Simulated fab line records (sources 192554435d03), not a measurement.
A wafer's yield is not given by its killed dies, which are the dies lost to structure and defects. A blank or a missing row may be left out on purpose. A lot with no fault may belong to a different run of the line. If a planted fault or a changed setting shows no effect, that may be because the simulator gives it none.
fab line records    flow n5Finfet    part 2 of 2: steps 23 to 33 of 33
[record] lots = 5  wafers = 15  lastDay = 18
route steps=1938 shown BEOL_M13@1710 BEOL_M14@1716
lots that met no fault: taken from a fault-free run of the same line
startH: hours from the record's first day to the start of the lot's first wafer shown    waitH: time in hours since the lot's previous step    " same as the row above    L1.1+2: a row that stands for several wafers    - either no value or no given start    * or withheld: withheld    < > ~ a bound
route shown NAME@n: names a module that has steps shown in the file, with the first one's number in the route    usual: mean/standard deviation taken from wafers without a fault    same: alike in all rows    chamber/n: place in a boat    sites: per-site readings    _std_site: standard deviation of those values    _edge_site: inner sites' mean taken away from outer sites' mean    radiusMm: how far each site lies from the wafer's centre    mask NAME#n: copy n    behind: the tool/chamber that last shaped the wafer    hold: why the lot was held/for how many hours/how that ended    device: the n, p or np transistor that did not switch    end of line: the same wafers' tests at the end of the route    a step without rows: its recipe alone    killed: dies that structure and defects cost at the first sort, which is not the same as the wafer's yield    map: per-die view of a wafer (x killed, . not killed, _ where there is no die)
set.NAME: the setting as run; set.NAME@STEP: as run at that earlier step    model.NAME: the simulator's own value behind a step, which no gauge read
lots at some steps of the route; a table a step, a row a wafer
services: a tool's chamber out of use, with start hour (startH, from the record's first day; less than 0 if before it), hours out, and reason
[[steps]]
[step N5_BEOL_M14_STRIP_63]
[recipe] chemistry = O2  powerW = 600  tempC = 60  pressureMtorr = 30  rfFrequencyHz = 6e+07  biasPowerW = 0  overashFraction = 0.3  o2FlowSccm = 225
[usual] drypumpMotorCurrentA = 5.6/0.55  o2FlowSccm = 224.9/0.72  oesProductAu = 0.78/0.09  rfVppV = 3.8/0.91  showerheadPlenumPTorr = 2.08/0.066  throttleValvePct = 16.66/0.24
lot.wafer  tool        chamber  startH  waitH  drypumpMotorCurrentA  o2FlowSccm  oesProductAu  rfHoursCounterH  rfVppV  showerheadPlenumPTorr  throttleValvePct
L074.2     rieDiel-05  1        -       -      4.9                   224.5       0.69          217              3.1     2.08                   16.59
L074.3     "           0        "       "      6.3                   225.6       0.77          153              4.6     1.97                   16.47
L074.4     "           3        "       "      5.6                   225.7       0.99          2                4.0     2.16                   16.39
L078.1     rieDiel-05  2        -       -      5.9                   223.9       0.81          93               2.8     2.04                   16.53
L078.2     "           1        "       "      4.9                   224.4       0.68          229              5.1     2.07                   16.61
L078.3     "           0        "       "      6.3                   224.6       0.76          165              4.0     1.97                   16.46
L082.1     rieDiel-05  1        -       -      4.9                   225.6       0.67          241              4.6     2.07                   16.63
L082.4     "           1        "       "      4.9                   224.6       0.68          -                3.3     2.07                   16.64
L082.5     "           2        "       "      5.9                   225.7       0.79          -                5.9     2.03                   16.53
L092.1     rieDiel-05  1        -       -      4.9                   224.2       0.65          269              3.3     2.06                   16.65
L092.3     "           0        "       "      6.3                   226.1       0.73          -                2.6     1.96                   16.58
L092.5     "           0        "       "      6.3                   226.0       0.72          -                5.8     1.96                   16.56
L094.1     rieDiel-02  1        -       -      5.7                   225.7       0.69          219              2.4     2.10                   17.17
L094.4     "           2        "       "      5.1                   225.8       0.93          -                3.6     2.15                   16.50
L094.6     "           1        "       "      5.7                   225.2       0.69          -                2.8     2.10                   17.18
[step N5_BEOL_M14_STRIP_64]
[recipe] chemistry = O2  powerW = 600  tempC = 60  pressureMtorr = 30  rfFrequencyHz = 6e+07  biasPowerW = 0  overashFraction = 0.3  o2FlowSccm = 225
[usual] drypumpMotorCurrentA = 5.6/0.55  o2FlowSccm = 224.9/0.66  oesProductAu = 0.78/0.091  rfVppV = 3.7/0.51  showerheadPlenumPTorr = 2.08/0.066  throttleValvePct = 16.66/0.24
lot.wafer  tool        chamber  startH  waitH  drypumpMotorCurrentA  o2FlowSccm  oesProductAu  rfHoursCounterH  rfVppV  showerheadPlenumPTorr  throttleValvePct
L074.2     rieDiel-05  1        -       -      4.9                   224.7       0.69          217              4.5     2.08                   16.58
L074.3     "           0        "       "      6.3                   224.5       0.77          153              2.7     1.98                   16.47
L074.4     "           3        "       "      5.6                   226.0       0.99          2                3.5     2.16                   16.40
L078.1     rieDiel-05  2        -       -      5.9                   224.9       0.81          93               4.6     2.04                   16.53
L078.2     "           1        "       "      4.9                   223.9       0.68          229              4.1     2.07                   16.59
L078.3     "           0        "       "      6.3                   224.9       0.76          165              3.5     1.97                   16.49
L082.1     rieDiel-05  1        -       -      4.9                   224.5       0.67          241              3.4     2.07                   16.61
L082.4     "           1        "       "      4.9                   224.7       0.69          -                4.4     2.07                   16.62
L082.5     "           2        "       "      5.9                   226.0       0.79          -                4.7     2.03                   16.54
L092.1     rieDiel-05  1        -       -      4.9                   224.2       0.65          270              4.0     2.06                   16.68
L092.3     "           0        "       "      6.3                   224.8       0.72          -                3.3     1.96                   16.56
L092.5     "           0        "       "      6.3                   224.4       0.72          -                3.6     1.96                   16.57
L094.1     rieDiel-02  1        -       -      5.8                   225.1       0.70          219              3.8     2.10                   17.17
L094.4     "           2        "       "      5.1                   225.4       0.94          -                4.9     2.15                   16.49
L094.6     "           1        "       "      5.7                   225.2       0.69          -                4.2     2.10                   17.17
[step N5_BEOL_M14_STRIP_71]
[recipe] chemistry = postEtchResidueRemover  timeS = 60  tempC = 25  removerPh = withheld  removerWaterWtPct = withheld  removerFluorideWtPct = withheld
lot.wafer   tool         chamber  startH  waitH
L074.2+3+4  wetBench-06  0,4,5    262.23  -
L078.1+2+3  wetBench-02  2,7,1    292.94  -
L082.1+4+5  wetBench-02  0,4,7    321.56  -
L092.1+3+5  wetBench-04  2,1,7    391.37  -
L094.1+4+6  wetBench-06  7,5,1    403.53  -
[step N5_BEOL_M14_SRD_72]
[recipe] timeS = 30  tempC = 23  rinseLiquid = diw  dry = n2Spin  spinRpm = 1500  dryTimeS = 30
[usual] spinRpm = 1500.0/0.76
lot.wafer  tool         chamber  startH  waitH  spinRpm
L074.2     wetBench-06  0        262.25  0.0    1499.7
L074.3     "            4        "       "      1500.1
L074.4     "            5        "       "      1500.2
L078.1     wetBench-02  2        292.97  0.0    1498.9
L078.2     "            7        "       "      1499.4
L078.3     "            1        "       "      1500.8
L082.1     wetBench-02  0        321.58  0.0    1499.6
L082.4     "            4        "       "      1500.9
L082.5     "            7        "       "      1499.8
L092.1     wetBench-04  2        391.39  0.0    1500.7
L092.3     "            1        "       "      1500.0
L092.5     "            7        "       "      1500.8
L094.1     wetBench-06  7        403.55  0.0    1500.4
L094.4     "            5        "       "      1500.1
L094.6     "            1        "       "      1498.5
[step N5_BEOL_M14_CD_MEAS_17]
[recipe] targetCdNm = 250  polarity = opening
[usual] cdNm = 250.8/2.7
lot.wafer  tool      chamber  startH  waitH  cdNm
L074.2     cdSem-02  -        262.29  0.0    249.6
L074.3     "         -        "       "      245.9
L074.4     "         -        "       "      250.2
L078.1     cdSem-02  -        293.01  0.0    248.4
L078.2     "         -        "       "      250.9
L078.3     "         -        "       "      251.7
L082.1     cdSem-02  -        321.62  0.0    250.6
L082.4     "         -        "       "      253.1
L082.5     "         -        "       "      246.5
L092.1     cdSem-02  -        391.43  0.0    254.9
L092.3     "         -        "       "      248.6
L092.5     "         -        "       "      250.1
L094.1     cdSem-01  -        403.59  0.0    253.1
L094.4     "         -        "       "      251.1
L094.6     "         -        "       "      252.5
[step N5_BEOL_M14_COAT_65]
[recipe] resist = SOC  tempC = 250  timeS = 60  spinRpm = 1500  resistThkNm = 450
[usual] dispensePressureKPa = 51/3.5  spinSpeedRpm = 1499.9/0.95
lot.wafer  tool           chamber  startH  waitH  dispensePressureKPa  spinSpeedRpm
L074.2     lithoTrack-05  0        262.33  0.0    55                   1500.8
L074.3     "              0        "       "      55                   1499.9
L074.4     "              0        "       "      55                   1498.6
L078.1     lithoTrack-02  0        293.05  0.0    48                   1497.8
L078.2     "              0        "       "      48                   1500.2
L078.3     "              0        "       "      48                   1501.9
L082.1     lithoTrack-02  0        321.66  0.0    48                   1499.7
L082.4     "              0        "       "      48                   1499.7
L082.5     "              0        "       "      48                   1498.4
L092.1     lithoTrack-05  0        391.47  0.0    55                   1499.4
L092.3     "              0        "       "      55                   1500.9
L092.5     "              0        "       "      55                   1499.8
L094.1     lithoTrack-05  0        403.63  0.0    55                   1501.5
L094.4     "              0        "       "      55                   1499.0
L094.6     "              0        "       "      55                   1499.4
[step N5_BEOL_M14_COAT_66]
[recipe] resist = SiARC  tempC = 220  timeS = 60  spinRpm = 1500  resistThkNm = 110
[usual] dispensePressureKPa = 51/3.5  spinSpeedRpm = 1500.1/0.87
lot.wafer  tool           chamber  startH  waitH  dispensePressureKPa  spinSpeedRpm
L074.2     lithoTrack-05  0        -       -      55                   1500.1
L074.3     "              0        "       "      55                   1499.7
L074.4     "              0        "       "      55                   1501.8
L078.1     lithoTrack-02  0        -       -      48                   1500.7
L078.2     "              0        "       "      48                   1501.0
L078.3     "              0        "       "      48                   1500.4
L082.1     lithoTrack-02  0        -       -      48                   1498.9
L082.4     "              0        "       "      48                   1499.7
L082.5     "              0        "       "      48                   1500.0
L092.1     lithoTrack-05  0        -       -      55                   1499.2
L092.3     "              0        "       "      55                   1500.2
L092.5     "              0        "       "      55                   1499.8
L094.1     lithoTrack-05  0        -       -      55                   1500.2
L094.4     "              0        "       "      55                   1499.0
L094.6     "              0        "       "      55                   1500.2
[step N5_BEOL_M14_COAT_22]
[recipe] spinRpm = 2888  resistThkNm = 300
[usual] dispensePressureKPa = 51/3.5  spinSpeedRpm = 2887.8/1.8
lot.wafer  tool           chamber  startH  waitH  dispensePressureKPa  spinSpeedRpm
L074.2     lithoTrack-05  0        -       -      55                   2886.5
L074.3     "              0        "       "      55                   2886.3
L074.4     "              0        "       "      55                   2890.2
L078.1     lithoTrack-02  0        -       -      48                   2891.4
L078.2     "              0        "       "      48                   2889.7
L078.3     "              0        "       "      48                   2892.3
L082.1     lithoTrack-02  0        -       -      48                   2890.3
L082.4     "              0        "       "      48                   2887.6
L082.5     "              0        "       "      48                   2889.0
L092.1     lithoTrack-05  0        -       -      55                   2885.8
L092.3     "              0        "       "      55                   2887.6
L092.5     "              0        "       "      55                   2887.4
L094.1     lithoTrack-05  0        -       -      55                   2889.7
L094.4     "              0        "       "      55                   2889.2
L094.6     "              0        "       "      55                   2890.5
[step N5_BEOL_M14_EBR_24]
[recipe] solvent = PGMEA  ebrWidthMm = 1.5
lot.wafer   tool           chamber  startH  waitH
L074.2+3+4  lithoTrack-05  0        -       -
L078.1+2+3  lithoTrack-02  0        -       -
L082.1+4+5  lithoTrack-02  0        -       -
L092.1+3+5  lithoTrack-05  0        -       -
L094.1+4+6  lithoTrack-05  0        -       -
[step N5_BEOL_M14_SOFTBAKE_23]
[recipe] tempC = 130  timeS = 60
lot.wafer   tool           chamber  startH  waitH
L074.2+3+4  lithoTrack-05  0        -       -
L078.1+2+3  lithoTrack-02  0        -       -
L082.1+4+5  lithoTrack-02  0        -       -
L092.1+3+5  lithoTrack-05  0        -       -
L094.1+4+6  lithoTrack-05  0        -       -
[step N5_BEOL_M14_EXPOSE_25]
[recipe] maskId = M14  na = 0.8  sourceShape = annular  sigmaInner = 0.5  sigmaOuter = 0.8  polarization = unpolarized  targetCdNm = 280  doseMj = 26.6
[same] sigmaOuter = 0.8
lot.wafer   tool           chamber  startH  waitH  mask
L074.2+3+4  krfScanner-01  0        262.58  -      M14#0
L078.1+2+3  krfScanner-01  0        293.16  -      M14#0
L082.1+4+5  krfScanner-01  0        321.90  -      M14#0
L092.1+3+5  krfScanner-01  0        391.71  -      M14#0
L094.1+4+6  krfScanner-02  0        403.75  -      M14#0
[[services]]
tool           chamber  startH  hours  kind
krfScanner-01  -        237.48  1.3    pm
cmp-02         -        239.43  4.0    pm
cmp-02         -        255.34  0.7    repair
rieDiel-02     0        271.52  9.9    repair
cmp-02         -        273.64  5.6    pm
krfScanner-01  -        275.03  0.8    pm
krfScanner-02  -        279.33  0.8    pm
rieDiel-02     3        287.60  16.7   repair
cmp-02         -        297.00  8.2    pm
pecvd-02       -        298.47  2.8    pm
krfScanner-01  -        326.26  1.0    pm
pecvd-03       0        333.35  5.9    repair
rieDiel-02     1        334.26  5.1    repair
krfScanner-01  -        347.07  0.5    repair
krfScanner-02  -        349.82  1.0    pm
pecvd-03       -        357.19  1.2    repair
krfScanner-01  -        362.56  4.1    repair
cmp-02         -        374.37  0.7    repair
rieDiel-05     2        374.65  24.2   repair
cmp-02         -        378.84  1.1    repair
cmp-02         -        380.54  2.3    repair
krfScanner-02  -        387.84  1.2    repair
rieDiel-05     2        401.37  11.0   repair
rieDiel-02     3        401.91  5.7    repair
